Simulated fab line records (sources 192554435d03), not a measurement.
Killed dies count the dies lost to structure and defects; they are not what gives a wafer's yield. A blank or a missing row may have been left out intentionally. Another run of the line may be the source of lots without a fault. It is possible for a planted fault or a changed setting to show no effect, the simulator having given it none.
Matching of chambers    flow n5Finfet    N5_HKMG_FIN_STRIP_92 on rieDiel-05 has 4 sister chambers
The step strips SOC in N2/H2, time 20 s. 8 wafers are shown with their chamber, then 7 later ones without.

== WAFERS PAIRED WITH THEIR CHAMBERS ==
wafer   chamber  showerheadPlenumPTorr (Torr)  throttleValvePct (%)
L077.1  1        3.43                          19.27
L085.1  0        3.28                          18.72
L085.3  1        3.42                          18.84
L086.2  3        3.57                          18.35
L086.3  2        3.27                          19.16
L086.6  2        3.27                          19.16
L088.1  0        3.28                          18.74
L088.4  3        3.56                          18.36

== WAFERS MISSING THEIR CHAMBER ==
wafer   showerheadPlenumPTorr (Torr)  throttleValvePct (%)
L088.6  3.42                          18.87
L096.1  3.27                          18.76
L096.4  3.41                          18.89
L096.5  3.55                          18.38
L097.1  3.41                          18.91
L097.3  3.55                          18.38
L097.5  3.25                          19.23

== EACH ONE'S CHAMBER ==
wafer   from the rows above      in truth
L088.6  1                        1
L096.1  can't be placed: 0 or 2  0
L096.4  1                        1
L096.5  3                        3
L097.1  1                        1
L097.3  3                        3
L097.5  2                        2
Placed correctly: 6 of 7. From these rows, 1 cannot be placed; in 1 the true chamber is one of the candidates. Number placed wrongly: 0.
How it was worked out, from the rows above alone: a wafer's distance from a chamber is the root of the sum, over the readings, of the square of ((its reading less the chamber's mean) divided by the reading's scatter). If the next closest chamber is less than 2 further off than the closest, the wafer can't be placed; otherwise it belongs to the closest. Each chamber's mean is taken over the wafers shown for it. The scatter: the root of (the sum of the squares of (reading less its chamber's mean) over the shown wafers, divided by (wafers less chambers)).
